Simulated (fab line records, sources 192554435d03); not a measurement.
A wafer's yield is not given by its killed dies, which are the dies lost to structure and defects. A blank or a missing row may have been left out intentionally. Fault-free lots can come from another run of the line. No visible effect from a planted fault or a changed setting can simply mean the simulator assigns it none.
Matching of chambers + flow n5Finfet + 3 sister chambers for N5_BEOL_M11_ILD_DEP_00 on pecvd-03
The step deposits SiCOH lowk from DEMS/porogen, target thk 308.51 nm, time 58 s. 3 wafers are shown with their chamber, then 7 later ones without.

EACH WAFER AND ITS CHAMBER
| wafer  | chamber | heaterPowerW (W) |
|--------|---------|------------------|
| L086.2 | 1       | 250              |
| L088.2 | 2       | 379              |
| L088.3 | 0       | 282              |

WAFERS WITHOUT THEIR CHAMBER
| wafer  | heaterPowerW (W) |
|--------|------------------|
| L088.5 | 226              |
| L090.1 | 323              |
| L090.3 | 267              |
| L090.6 | 259              |
| L092.1 | 240              |
| L092.4 | 256              |
| L092.6 | 242              |

CHAMBER TAKEN BY EACH
| wafer  | from the rows above          | in truth |
|--------|------------------------------|----------|
| L088.5 | can't be placed: 1 or 0      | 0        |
| L090.1 | can't be placed: 0 or 2 or 1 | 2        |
| L090.3 | can't be placed: 0 or 1      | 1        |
| L090.6 | can't be placed: 1 or 0      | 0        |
| L092.1 | can't be placed: 1 or 0      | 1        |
| L092.4 | can't be placed: 1 or 0      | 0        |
| L092.6 | can't be placed: 1 or 0      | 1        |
Correctly placed: 0 of 7. These rows do not allow placing 7 (true chamber among the candidates in 7). Placed wrongly: 0.
How it was worked out, from the rows above alone: a wafer's distance from a chamber is the root of the sum, over the readings, of the square of ((its reading less the chamber's mean) divided by the reading's scatter). The wafer belongs to the nearest chamber; if the next one is less than 2 further off, it can't be placed. Each chamber's mean is taken over the wafers shown for it. The scatter (one wafer shown for each chamber): square how far every hidden wafer sits from the nearest shown wafer, average those squares and take the square root.
